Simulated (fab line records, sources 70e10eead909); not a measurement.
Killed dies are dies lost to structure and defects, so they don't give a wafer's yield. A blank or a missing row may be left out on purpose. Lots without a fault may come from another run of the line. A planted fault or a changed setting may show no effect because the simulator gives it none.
A struck lot beside a sound one | flow nand_harc | 27 steps out of a route of 1159
Sound: wafers L473.3, L473.5, L473.6. Struck: wafers L466.1, L466.2, L466.3. The cause comes at the end.
At each step with rows: each side's tool, then ch and its chambers, then its first start. Under that, the readings that differ: sound wafers | struck wafers | difference of the means | sigmas: that difference in standard deviations of wafers without a fault.
alike: readings whose means differ by less than 2 such deviations, and words and numbers that are the same on both sides. not compared: withheld readings, readings that some wafer has no value for, bounds like >300 that may hide the same value, and numbers for which the record gives no deviation and whose values overlap.
The two part at a step that has a row with sigmas, a row that says differs or no value, or rows on one side only. Numbers that don't overlap but have no deviation are shown without sigmas and don't part them. A reading that every wafer of one side lacks parts them only if that side has two wafers or more.

first, 8 steps without rows for these wafers: NHARC_A_CHANNEL_HOLE_D1_PEB_08 (peb time 65 s); NHARC_A_CHANNEL_HOLE_D1_DEVELOP_09 (develop time 35 s); NHARC_A_CHANNEL_HOLE_D1_DESCUM_15 (chemistry O2, time 3 s); NHARC_A_CHANNEL_HOLE_D1_ETCH_38 (etches the open film in CF4, target depth 39 nm, time 65 s); NHARC_A_CHANNEL_HOLE_D1_ETCH_39 (etches the open film in N2/H2, target depth 260 nm, time 325 s); NHARC_A_CHANNEL_HOLE_D1_ETCH_34 (etches the open film in CF4/CHF3, target depth 154 nm, time 77 s); NHARC_A_CHANNEL_HOLE_D1_ETCH_16 (etches the open film in O2/COS, target depth 3100 nm, time 806 s); NHARC_A_CHANNEL_HOLE_D1_ETCH_19 (etches the open film in C4F8/O2/Ar, time 34.5 s).
NHARC_A_CHANNEL_HOLE_D1_ETCH_20: etches the open film in C4F8/O2/Ar, time 361.9 s, target depth 1600 nm.
  sound on har_etch-02 ch 0,1, day 14 05:05; struck on har_etch-01 ch 0,1, day 12 13:55
  reading              | sound                   | struck                 | difference | sigmas
  esc_clamp_current_uA | 0.02095 0.02094 0.02079 | 0.02047 0.02049 0.0205 | -0.00041   | -2
  alike: drypump_motor_current_A, he_backside_leak_sccm, mfc_ar_sccm, showerhead_plenum_p_Torr, throttle_valve_pct
  not compared: rf_hours_counter_h
then, 15 steps without rows for these wafers: NHARC_A_CHANNEL_HOLE_D1_ETCH_21 (etches the open film in C4F8/O2/Ar, time 514.3 s, target depth 1600 nm); NHARC_A_CHANNEL_HOLE_D1_ETCH_22 (etches the open film in C4F8/O2/Ar, time 666.7 s, target depth 1600 nm); NHARC_A_CHANNEL_HOLE_D1_ETCH_23 (etches the open film in C4F8/O2/Ar, time 819 s, target depth 1600 nm); NHARC_A_CHANNEL_HOLE_D1_ETCH_24 (etches the open film in C4F8/O2/Ar, time 906.2 s, target depth 1500 nm); NHARC_A_CHANNEL_HOLE_D1_ETCH_25 (etches the open film in C4F8/O2/Ar, time 1040.2 s, target depth 1500 nm); NHARC_A_CHANNEL_HOLE_D1_ETCH_26 (etches the open film in C4F8/O2/Ar, time 224.1 s, target depth 300 nm); NHARC_A_CHANNEL_HOLE_D1_ETCH_33 (etches the open film in C4F8/O2/Ar, time 90 s, target depth 400 nm); NHARC_A_CHANNEL_HOLE_D1_STRIP_41 (strips in N2/H2); NHARC_A_CHANNEL_HOLE_D1_STRIP_42 (strips in CF4/CHF3); NHARC_A_CHANNEL_HOLE_D1_STRIP_43 (strips in O2/COS); NHARC_A_CHANNEL_HOLE_D1_ETCH_44 (etches the open film in CF4/O2, target depth 140 nm, overetch 14 nm, time 77 s); NHARC_A_CHANNEL_HOLE_D1_STRIP_27 (strips in O2); NHARC_A_CHANNEL_HOLE_D1_PRECLEAN_28 (cleans in SC1); NHARC_A_CHANNEL_HOLE_D1_SRD_29; NHARC_A_CHANNEL_HOLE_D1_XSEM_31.
NHARC_A_CHANNEL_HOLE_D1_INSPECT_40:
  sound on defect_inspect-01, day 14 10:34; struck on defect_inspect-02, day 12 19:32
  reading          | sound    | struck         | difference | sigmas
  raw_defect_count | 92 75 54 | 1389 1401 1402 | +1324      | +88
then, 1 step without rows for these wafers: NHARC_A_CHANNEL_FILL_D1_PRECLEAN_00 (cleans in SC1).
-- the record jumps here: 10 days lie between the struck wafers' starts before and after (it left off in module A_CHANNEL_FILL_D1 and takes up again in module END, whose first step shown is number 1159 of the route) --
NHARC_END_SORT_01:
  the record has rows for the struck wafers here (prober-01 ch 0, day 23 06:18) and none for the sound ones

WHERE THEY PART
First at NHARC_A_CHANNEL_HOLE_D1_ETCH_20; last, within this record, at NHARC_END_SORT_01.

WHY: what the simulator had put in
Chamber particle source: har_etch-01, from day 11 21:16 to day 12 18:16, at NHARC_A_CHANNEL_HOLE_D1_ETCH_20. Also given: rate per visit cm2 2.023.
